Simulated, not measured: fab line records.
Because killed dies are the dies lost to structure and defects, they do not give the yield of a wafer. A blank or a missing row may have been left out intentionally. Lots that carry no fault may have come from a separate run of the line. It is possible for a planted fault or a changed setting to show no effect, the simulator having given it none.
fab line records | flow n5Finfet
[record] lots = 10 | wafers = 30 | lastDay = 17
route steps=1938 shown BEOL_M6@1236 BEOL_M7@1278 PASSIVATION@1936
lots that met no fault: from a run of the same line without faults
startH: the number of hours between the record's first day and the start of the first shown wafer of the lot | waitH: time in hours since the lot's previous step | " identical to the entry in the row above | L1.1+2: several wafers, shown together as one row | - value missing, or start not given | * or withheld: withheld | < > ~ a bound
route shown NAME@n: NAME is a module with steps in the file, n the number in the route of the first one | usual: mean/standard deviation of fault-free wafers | same: alike in all rows | chamber/n: place in a boat | sites: the reading at each site | _std_site: the standard deviation of these | _edge_site: the outer-site mean with the inner-site mean subtracted | radiusMm: for every site, how far away it sits from the centre of the wafer | mask NAME#n: copy n | behind: the most recent tool/chamber to have shaped the wafer | hold: what put the lot on hold/how long, in hours/how the hold closed | device: which transistor (n, p or np) failed to switch | end of line: the tests these same wafers got at the end of their route | a step with no rows: only its recipe | killed: dies that structure and defects cost at the first sort, which is not the same as the wafer's yield | map: dies across one wafer; x = killed, . = not, _ = none there
set.NAME: the setting that was run; set.NAME@STEP: the one run at that earlier step | model.NAME: the simulator's own value behind a step, which no gauge read
route steps across a sampled set of lots; one table per step, one row per wafer
services: the hour from which a tool's chamber was out of use, counted from the record's first day as startH (under 0 if before that day), plus the number of hours and why
[[steps]]
[step N5_BEOL_M6_VIA_ETCH_34]
[recipe] chemistry = C4F6/O2 | target = SiCOH_lowk | targetDepthA = 1263 | maskMaterial = SOC | taperDeg = 4 | timeS = 50.9 | ionEnergyEv = 250 | pressureMtorr = 30 | sourceW = 345 | biasW = 185 | Ar_flow_sccm = 300 | C4F6_flow_sccm = 10 | O2_flow_sccm = 10
[usual] drypumpMotorCurrentA = 5.9/0.48 | oesProductAu = 0.78/0.11 | rfVppV = 659/11 | showerheadPlenumPTorr = 2.85/0.095 | throttleValvePct = 20.80/0.24
lot.wafer | tool       | chamber | startH | waitH | drypumpMotorCurrentA | oesProductAu | rfHoursCounterH | rfVppV | showerheadPlenumPTorr | throttleValvePct
L510.1    | rieDiel-04 | 0       | 184.56 | 0.0   | 6.6                  | 0.69         | 206             | 674    | 2.94                  | 20.64
L510.2    | "          | 3       | "      | "     | 6.1                  | 0.80         | 122             | 683    | 2.76                  | 20.70
L510.5    | "          | 1       | "      | "     | 6.1                  | 0.69         | -               | 663    | 2.91                  | 20.62
L517.3    | rieDiel-03 | 1       | 222.73 | 0.0   | 6.6                  | 0.85         | 77              | 655    | 2.78                  | 20.64
L517.4    | "          | 2       | "      | "     | 6.0                  | 0.69         | 240             | 668    | 2.92                  | 21.44
L517.5    | "          | 3       | "      | "     | 5.5                  | 0.86         | -               | 671    | 2.80                  | 20.99
L518.1    | rieDiel-04 | 0       | 231.20 | 0.0   | 6.6                  | 0.68         | 221             | 675    | 2.93                  | 20.66
L518.2    | "          | 2       | "      | "     | 6.4                  | 0.69         | 233             | 654    | 2.79                  | 21.10
L518.6    | "          | 2       | "      | "     | 6.4                  | 0.69         | -               | 651    | 2.79                  | 21.12
L521.1    | rieDiel-05 | 2       | 253.80 | 0.0   | 5.9                  | 0.97         | 12              | 666    | 3.01                  | 20.67
L521.5    | "          | 3       | "      | "     | 6.1                  | 0.67         | -               | 642    | 2.91                  | 20.73
L521.6    | "          | 1       | "      | "     | 5.0                  | 0.69         | -               | 646    | 2.81                  | 20.72
L523.1    | rieDiel-05 | 1       | 265.15 | 0.0   | 5.0                  | 0.68         | 226             | 644    | 2.81                  | 20.72
L523.5    | "          | 2       | "      | "     | 5.9                  | 0.94         | -               | 666    | 3.01                  | 20.68
L523.6    | "          | 3       | "      | "     | 6.2                  | 0.66         | -               | 643    | 2.91                  | 20.72
L525.1    | rieDiel-05 | 2       | 265.60 | 0.0   | 5.9                  | 0.94         | 17              | 667    | 3.01                  | 20.69
L525.3    | "          | 3       | "      | "     | 6.2                  | 0.67         | 261             | 643    | 2.91                  | 20.70
L525.4    | "          | 0       | "      | "     | 5.9                  | 0.98         | 0               | 654    | 3.01                  | 20.32
L526.3    | rieDiel-04 | 1       | 295.33 | 0.0   | 6.1                  | 0.92         | 12              | 661    | 2.90                  | 20.35
L526.5    | "          | 3       | "      | "     | 6.1                  | 0.73         | -               | 683    | 2.74                  | 20.75
L526.6    | "          | 2       | "      | "     | 6.4                  | 0.96         | -               | 653    | 2.78                  | 20.77
L529.1    | rieDiel-03 | 3       | 322.26 | 0.0   | 5.5                  | 0.82         | 91              | 669    | 2.78                  | 21.03
L529.4    | "          | 2       | "      | "     | 5.9                  | 0.92         | 19              | 668    | 2.91                  | 21.19
L529.6    | "          | 3       | "      | "     | 5.5                  | 0.82         | -               | 669    | 2.78                  | 21.03
L533.1    | rieDiel-03 | 1       | 328.97 | 0.0   | 6.6                  | 0.81         | 110             | 656    | 2.76                  | 20.68
L533.2    | "          | 2       | "      | "     | 6.0                  | 0.92         | 21              | 667    | 2.91                  | 21.20
L533.3    | "          | 3       | "      | "     | 5.5                  | 0.83         | 93              | 670    | 2.78                  | 21.03
L531.3    | rieDiel-03 | 3       | 329.36 | 0.0   | 5.5                  | 0.82         | 93              | 672    | 2.78                  | 21.04
L531.5    | "          | 3       | "      | "     | 5.5                  | 0.82         | -               | 670    | 2.78                  | 21.03
L531.6    | "          | 0       | "      | "     | 5.3                  | 0.67         | -               | 661    | 2.82                  | 21.06
[step N5_BEOL_M6_PRE_CLEAN_45]
[recipe] gas = H2/He | timeS = 30 | tempC = 250
[usual] heaterPowerW = 331/26 | susceptorTempC = 250.00/0.18
lot.wafer | tool          | chamber | startH | waitH | heaterPowerW | susceptorTempC
L510.1    | pvdSputter-03 | -       | 185.45 | 0.0   | 350          | 249.81
L510.2    | "             | -       | "      | "     | 378          | 250.29
L510.5    | "             | -       | "      | "     | 342          | 249.62
L517.3    | pvdSputter-03 | -       | 223.65 | 0.0   | 349          | 249.89
L517.4    | "             | -       | "      | "     | 390          | 249.98
L517.5    | "             | -       | "      | "     | 349          | 250.28
L518.1    | pvdSputter-03 | -       | 232.02 | 0.0   | 302          | 250.16
L518.2    | "             | -       | "      | "     | 385          | 250.14
L518.6    | "             | -       | "      | "     | 382          | 250.06
L521.1    | pvdSputter-02 | -       | 254.74 | 0.0   | 360          | 249.84
L521.5    | "             | -       | "      | "     | 316          | 250.22
L521.6    | "             | -       | "      | "     | 300          | 250.08
L523.1    | pvdSputter-02 | -       | 266.25 | 0.0   | 308          | 249.59
L523.5    | "             | -       | "      | "     | 310          | 249.95
L523.6    | "             | -       | "      | "     | 310          | 249.98
L525.1    | pvdSputter-02 | -       | 266.51 | 0.0   | 304          | 249.98
L525.3    | "             | -       | "      | "     | 300          | 250.03
L525.4    | "             | -       | "      | "     | 301          | 249.95
L526.3    | pvdSputter-01 | -       | 296.22 | 0.0   | 312          | 250.07
L526.5    | "             | -       | "      | "     | 328          | 249.82
L526.6    | "             | -       | "      | "     | 355          | 250.13
L529.1    | pvdSputter-03 | -       | 323.27 | 0.0   | 305          | 249.85
L529.4    | "             | -       | "      | "     | 307          | 249.72
L529.6    | "             | -       | "      | "     | 355          | 249.84
L533.1    | pvdSputter-01 | -       | 329.84 | 0.0   | 308          | 249.77
L533.2    | "             | -       | "      | "     | 322          | 249.90
L533.3    | "             | -       | "      | "     | 324          | 250.13
L531.3    | pvdSputter-01 | -       | 330.17 | 0.0   | 358          | 249.75
L531.5    | "             | -       | "      | "     | 348          | 249.84
L531.6    | "             | -       | "      | "     | 330          | 249.88
[step N5_BEOL_M6_ALD_77]
[recipe] material = TaN | targetThkA = 20 | tempC = 275 | aldPrecursorFamily = PDMAT | aldCoReactant = NH3 | pressureTorr = 3 | carrierFlowSccm = 1500 | pulseTimeS = 2 | purgeTimeS = 3 | coReactantPurgeTimeS = 2 | coReactantPulseTimeS = 3 | aldCycles = 40 | precursorVesselTempC = 75 | precursorVesselPressureTorr = 26.25 | precursorVesselCarrierSccm = 1000
[usual] heaterPowerW = 406/36 | mfcCarrierSccm = 1500/4.3 | susceptorTempC = 275.05/0.18
lot.wafer | tool        | chamber | startH | waitH | heaterPowerW | mfcCarrierSccm | susceptorTempC
L510.1    | aldMetal-04 | 0       | 185.53 | 0.1   | 446          | 1504           | 275.01
L510.2    | "           | 1       | "      | "     | 420          | 1508           | 275.02
L510.5    | "           | 2       | "      | "     | 348          | 1497           | 275.04
L517.3    | aldMetal-04 | 2       | 223.71 | 0.0   | 344          | 1507           | 274.90
L517.4    | "           | 0       | "      | "     | 446          | 1498           | 275.42
L517.5    | "           | 3       | "      | "     | 381          | 1499           | 274.91
L518.1    | aldMetal-04 | 0       | 232.09 | 0.0   | 454          | 1503           | 275.29
L518.2    | "           | 3       | "      | "     | 393          | 1502           | 275.07
L518.6    | "           | 0       | "      | "     | 443          | 1509           | 274.98
L521.1    | aldMetal-03 | 2       | 254.81 | 0.0   | 420          | 1507           | 274.94
L521.5    | "           | 1       | "      | "     | 415          | 1502           | 275.00
L521.6    | "           | 0       | "      | "     | 402          | 1506           | 274.78
L523.1    | aldMetal-01 | 3       | 266.31 | 0.0   | 407          | 1492           | 275.11
L523.5    | "           | 3       | "      | "     | 384          | 1494           | 275.19
L523.6    | "           | 2       | "      | "     | 380          | 1496           | 274.64
L525.1    | aldMetal-03 | 1       | 266.58 | 0.0   | 423          | 1500           | 275.01
L525.3    | "           | 2       | "      | "     | 431          | 1491           | 275.19
L525.4    | "           | 0       | "      | "     | 400          | 1498           | 275.16
L526.3    | aldMetal-03 | 1       | 296.31 | 0.1   | 411          | 1505           | 275.14
L526.5    | "           | 0       | "      | "     | 390          | 1499           | 275.28
L526.6    | "           | 1       | "      | "     | 418          | 1493           | 275.26
L529.1    | aldMetal-04 | 0       | 323.35 | 0.1   | 449          | 1502           | 275.29
L529.4    | "           | 3       | "      | "     | 381          | 1500           | 275.41
L529.6    | "           | 3       | "      | "     | 385          | 1496           | 275.18
L533.1    | aldMetal-01 | 3       | 329.92 | 0.1   | 398          | 1506           | 274.80
L533.2    | "           | 2       | "      | "     | 384          | 1499           | 274.91
L533.3    | "           | 1       | "      | "     | 484          | 1503           | 275.11
L531.3    | aldMetal-01 | 2       | 330.23 | 0.0   | 393          | 1497           | 274.66
L531.5    | "           | 1       | "      | "     | 488          | 1509           | 275.22
L531.6    | "           | 2       | "      | "     | 381          | 1495           | 275.00
[step N5_BEOL_M6_DEP_56]
[recipe] material = SiCN | targetThkA = 100 | tempC = withheld | precursor = 3MS/NH3 | pressureTorr = 3 | rfW = 202 | timeS = 17.5
[usual] showerheadPlenumPTorr = 3.669/0.011 | throttleValvePct = 8.9/0.54
lot.wafer | tool     | chamber | startH | waitH | showerheadPlenumPTorr | throttleValvePct
L510.1    | pecvd-02 | 1       | 186.94 | 0.0   | 3.670                 | 9.2
L510.2    | "        | 2       | "      | "     | 3.666                 | 7.9
L510.5    | "        | 1       | "      | "     | 3.666                 | 9.3
L517.3    | pecvd-02 | 0       | 227.13 | 0.0   | 3.675                 | 9.0
L517.4    | "        | 1       | "      | "     | 3.664                 | 9.6
L517.5    | "        | 2       | "      | "     | 3.668                 | 8.1
L518.1    | pecvd-03 | 0       | 233.90 | 0.0   | 3.697                 | 8.7
L518.2    | "        | 1       | "      | "     | 3.660                 | 9.3
L518.6    | "        | 2       | "      | "     | 3.658                 | 8.0
L521.1    | pecvd-03 | 1       | 256.82 | 0.0   | 3.660                 | 9.3
L521.5    | "        | 0       | "      | "     | 3.684                 | 8.9
L521.6    | "        | 1       | "      | "     | 3.660                 | 9.4
L523.1    | pecvd-02 | 0       | 268.08 | 0.0   | 3.681                 | 9.0
L523.5    | "        | 1       | "      | "     | 3.662                 | 9.3
L523.6    | "        | 2       | "      | "     | 3.661                 | 8.1
L525.1    | pecvd-02 | 2       | 269.16 | 0.0   | 3.673                 | 8.0
L525.3    | "        | 1       | "      | "     | 3.677                 | 9.0
L525.4    | "        | 1       | "      | "     | 3.662                 | 9.5
L526.3    | pecvd-03 | 2       | 297.96 | 0.0   | 3.666                 | 8.2
L526.5    | "        | 2       | "      | "     | 3.665                 | 8.0
L526.6    | "        | 1       | "      | "     | 3.659                 | 9.3
L529.1    | pecvd-03 | 0       | 325.28 | 0.0   | 3.682                 | 8.8
L529.4    | "        | 0       | "      | "     | 3.681                 | 9.0
L529.6    | "        | 1       | "      | "     | 3.638                 | 9.6
L533.1    | pecvd-03 | 0       | 331.34 | 0.0   | 3.688                 | 8.7
L533.2    | "        | 2       | "      | "     | 3.660                 | 8.0
L533.3    | "        | 1       | "      | "     | 3.659                 | 9.3
L531.3    | pecvd-02 | 2       | 333.14 | 0.0   | 3.662                 | 8.1
L531.5    | "        | 2       | "      | "     | 3.658                 | 8.2
L531.6    | "        | 0       | "      | "     | 3.684                 | 9.2
[step N5_BEOL_M6_INSPECT_58]
[recipe] inspectInstrument = darkfield | mode = postDep
[usual] rawDefectCount = 71/23
lot.wafer | tool             | chamber | startH | waitH | rawDefectCount
L510.1    | defectInspect-02 | -       | 187.03 | 0.0   | 67
L510.2    | "                | -       | "      | "     | 72
L510.5    | "                | -       | "      | "     | 116
L517.3    | defectInspect-02 | -       | 227.22 | 0.0   | 66
L517.4    | "                | -       | "      | "     | 71
L517.5    | "                | -       | "      | "     | 63
L518.1    | defectInspect-01 | -       | 234.00 | 0.0   | 91
L518.2    | "                | -       | "      | "     | 89
L518.6    | "                | -       | "      | "     | 70
L521.1    | defectInspect-02 | -       | 256.91 | 0.0   | 65
L521.5    | "                | -       | "      | "     | 70
L521.6    | "                | -       | "      | "     | 68
L523.1    | defectInspect-02 | -       | 268.17 | 0.0   | 1155
L523.5    | "                | -       | "      | "     | 1191
L523.6    | "                | -       | "      | "     | 1116
L525.1    | defectInspect-02 | -       | 269.25 | 0.0   | 1139
L525.3    | "                | -       | "      | "     | 1158
L525.4    | "                | -       | "      | "     | 1162
L526.3    | defectInspect-02 | -       | 298.06 | 0.0   | 84
L526.5    | "                | -       | "      | "     | 42
L526.6    | "                | -       | "      | "     | 49
L529.1    | defectInspect-01 | -       | 325.37 | 0.0   | 105
L529.4    | "                | -       | "      | "     | 102
L529.6    | "                | -       | "      | "     | 44
L533.1    | defectInspect-02 | -       | 331.44 | 0.0   | 70
L533.2    | "                | -       | "      | "     | 106
L533.3    | "                | -       | "      | "     | 82
L531.3    | defectInspect-01 | -       | 333.23 | 0.0   | 65
L531.5    | "                | -       | "      | "     | 73
L531.6    | "                | -       | "      | "     | 81
[step N5_BEOL_M7_INSPECT_13]
[recipe] mode = adi | inspectInstrument = brightfield
[usual] rawDefectCount = 421/110
lot.wafer | tool             | chamber | startH | waitH | rawDefectCount
L510.1    | defectInspect-01 | -       | 188.80 | 0.0   | 383
L510.2    | "                | -       | "      | "     | 375
L510.5    | "                | -       | "      | "     | 478
L517.3    | defectInspect-02 | -       | 229.25 | 0.0   | 373
L517.4    | "                | -       | "      | "     | 358
L517.5    | "                | -       | "      | "     | 368
L518.1    | defectInspect-01 | -       | 235.60 | 0.0   | 384
L518.2    | "                | -       | "      | "     | 377
L518.6    | "                | -       | "      | "     | 407
L521.1    | defectInspect-02 | -       | 261.32 | 0.0   | 672
L521.5    | "                | -       | "      | "     | 437
L521.6    | "                | -       | "      | "     | 500
L523.1    | defectInspect-02 | -       | 271.94 | 0.0   | 1421
L523.5    | "                | -       | "      | "     | 1421
L523.6    | "                | -       | "      | "     | 1334
L525.1    | defectInspect-02 | -       | 272.04 | 0.0   | 1424
L525.3    | "                | -       | "      | "     | 1474
L525.4    | "                | -       | "      | "     | 1480
L526.3    | defectInspect-01 | -       | 299.79 | 0.0   | 393
L526.5    | "                | -       | "      | "     | 334
L526.6    | "                | -       | "      | "     | 366
L529.1    | defectInspect-01 | -       | 327.17 | 0.0   | 588
L529.4    | "                | -       | "      | "     | 934
L529.6    | "                | -       | "      | "     | 401
L533.1    | defectInspect-01 | -       | 333.85 | 0.0   | 536
L533.2    | "                | -       | "      | "     | 495
L533.3    | "                | -       | "      | "     | 717
L531.3    | defectInspect-02 | -       | 335.22 | 0.0   | 276
L531.5    | "                | -       | "      | "     | 331
L531.6    | "                | -       | "      | "     | 439
[step N5_PASSIVATION_PROBE_49]
[usual] defectLimitedYield = 91.1/1.4 | killed_at_M0_to_M3 = 34/11 | killed_at_M4_up = 14/5.7 | killedAtContacts = 14/6.9 | killedAtFrontEnd = 40/11 | killedAtOther = 4/3.1 | killedDies = 105/17 | killedOpen = 70/13 | killedShort = 34/7.6 | sort_bin_5_function = 5.3/0.95 | sort_bin_6_memory = 3.3/0.64 | sortNPass = 1075/17 | sortYieldPct = 91.1/1.4
[same] grossDies = 1180 | killedAtBackSide = 0 | sort_bin_4_leakage[%] = 0 | sort_bin_8_speed[%] = 0
lot.wafer | tool      | chamber | startH | waitH | defectLimitedYield[%] | killed_at_M0_to_M3 | killed_at_M4_up | killedAtContacts | killedAtFrontEnd | killedAtOther | killedDies | killedOpen | killedShort | sort_bin_5_function[%] | sort_bin_6_memory[%] | sortNPass | sortYieldPct[%]
L523.1    | prober-01 | -       | 348.40 | 0.2   | 80.4                  | 27                 | 167             | 7                | 30               | 0             | 231        | 50         | 25          | 11.5                   | 4.0                  | 949       | 80.4
L523.5    | prober-01 | -       | 348.60 | 0.4   | 79.8                  | 49                 | 138             | 17               | 32               | 2             | 238        | 68         | 37          | 11.3                   | 4.7                  | 942       | 79.8
L523.6    | prober-01 | -       | 348.65 | 0.5   | 81.3                  | 21                 | 172             | 10               | 18               | 0             | 221        | 51         | 17          | 11.9                   | 3.6                  | 959       | 81.3
L525.1    | prober-01 | -       | 358.83 | 0.0   | 78.3                  | 34                 | 173             | 12               | 37               | 0             | 256        | 71         | 31          | 13.6                   | 4.2                  | 924       | 78.3
L525.3    | prober-01 | -       | 358.93 | 0.1   | 81.4                  | 24                 | 160             | 5                | 26               | 4             | 219        | 39         | 27          | 10.7                   | 3.5                  | 961       | 81.4
L525.4    | prober-01 | -       | 358.98 | 0.2   | 81.9                  | 23                 | 158             | 6                | 26               | 1             | 214        | 46         | 26          | 11.9                   | 2.8                  | 966       | 81.9
// killed by level:class
L523.1 BEOL_M6:unspecified=156 STI_FIN_REVEAL:geometricParticle:open=12 BEOL_M3:geometricParticle:open=9 BEOL_M0_SAQP:geometricParticle:short=7 MOL_CONTACT_COAG:geometricParticle:open=5 BEOL_M4:geometricParticle:open=4 STI_FIN_REVEAL:geometricParticle:short=3 DUMMY_GATE:geometricParticle:open=3
L523.5 BEOL_M6:unspecified=133 BEOL_M1:geometricParticle:open=16 BEOL_M0_SAQP:geometricParticle:short=13 MOL_CONTACT_COAG:geometricParticle:open=12 BEOL_M0_SAQP:geometricParticle:open=11 STI_FIN_REVEAL:geometricParticle:open=9 FIN_SAQP:geometricParticle:short=7 MOL_CONTACT_COAG:geometricParticle:short=5
L523.6 BEOL_M6:unspecified=153 BEOL_M0_SAQP:geometricParticle:open=7 STI_FIN_REVEAL:geometricParticle:open=6 MOL_CONTACT_COAG:geometricParticle:open=6 BEOL_M5:geometricParticle:open=6 BEOL_M0_SAQP:geometricParticle:short=5 BEOL_M4:geometricParticle:open=5 MOL_CONTACT_COAG:geometricParticle:short=4
L525.1 BEOL_M6:unspecified=153 BEOL_M0_SAQP:geometricParticle:open=12 BEOL_M4:geometricParticle:open=11 MOL_CONTACT_COAG:geometricParticle:open=10 FIN_SAQP:geometricParticle:short=9 FIN_SAQP:geometricParticle:open=8 BEOL_M0_SAQP:geometricParticle:short=7 STI_FIN_REVEAL:geometricParticle:open=6
L525.3 BEOL_M6:unspecified=152 BEOL_M1:geometricParticle:open=8 FIN_SAQP:geometricParticle:short=6 BEOL_M2:geometricParticle:open=5 STI_FIN_REVEAL:geometricParticle:open=3 ILD0:geometricParticle:short=3 MOL_CONTACT_COAG:geometricParticle:open=3 BEOL_M0_SAQP:geometricParticle:short=3
L525.4 BEOL_M6:unspecified=142 BEOL_M4:geometricParticle:open=10 STI_FIN_REVEAL:geometricParticle:open=7 BEOL_M0_SAQP:geometricParticle:short=7 FIN_SAQP:geometricParticle:open=6 MOL_CONTACT_COAG:geometricParticle:open=6 BEOL_M0_SAQP:geometricParticle:open=6 BEOL_M2:geometricParticle:open=6
[[services]]
tool          | chamber | startH | hours | kind
rieDiel-05    | -       | 172.74 | 15.6  | pm
pecvd-03      | 0       | 179.45 | 4.6   | repair
aldMetal-01   | 0       | 194.29 | 26.0  | repair
pecvd-03      | 2       | 202.38 | -     | clean
pecvd-03      | 2       | 202.38 | -     | consumableReplace:showerhead
pecvd-03      | 2       | 202.38 | 29.0  | scheduledDown
pecvd-03      | 2       | 202.38 | 29.0  | ventCycle
rieDiel-04    | -       | 223.43 | 2.3   | repair
pvdSputter-03 | -       | 235.09 | 39.9  | repair
rieDiel-03    | 1       | 242.80 | 8.4   | repair
aldMetal-03   | -       | 244.53 | 2.8   | pm
aldMetal-01   | 1       | 248.51 | 5.8   | repair
rieDiel-04    | 3       | 254.77 | 12.9  | repair
pecvd-02      | 2       | 257.54 | 8.1   | repair
pecvd-02      | -       | 258.78 | 6.9   | repair
aldMetal-01   | 1       | 273.46 | 1.7   | repair
pecvd-02      | -       | 276.17 | 1.1   | repair
pecvd-03      | -       | 307.04 | 2.8   | pm
pecvd-02      | -       | 308.00 | 1.4   | repair
rieDiel-03    | 3       | 308.90 | 6.4   | repair
rieDiel-04    | 3       | 323.50 | 7.8   | repair
aldMetal-03   | 0       | 324.61 | 11.5  | repair
rieDiel-04    | 0       | 329.44 | 10.8  | repair
rieDiel-03    | 0       | 331.16 | 12.6  | repair
[[key]]
[firstSign] step = N5_BEOL_M6_INSPECT_58 | reading = rawDefectCount | direction = up | sigmas = 46 | usual = 71 | struck = 1154
[effect] step = N5_BEOL_M7_INSPECT_13 | reading = rawDefectCount | direction = up | sigmas = 9.3 | usual = 421 | struck = 1426
[effect] step = N5_PASSIVATION_PROBE_49 | reading = killed_at_M4_up | direction = up | sigmas = 26 | usual = 14 | struck = 161
[moreKillsBornAt] N5_BEOL_M6_DEP_56@pecvd-02 = 889
metAt N5_BEOL_M6_DEP_56
struckLots L523,L525
notActingAt N5_BEOL_M6_VIA_ETCH_34,N5_BEOL_M6_PRE_CLEAN_45,N5_BEOL_M6_ALD_77
onsetBetween 227.13 268.08
[fault] kind = chamberParticleSource | tool = pecvd-02 | chamber = - | onsetH = 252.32 | steps = N5_BEOL_M6_DEP_56 | ratePerVisitCm2 = 1.6783 | endH = 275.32
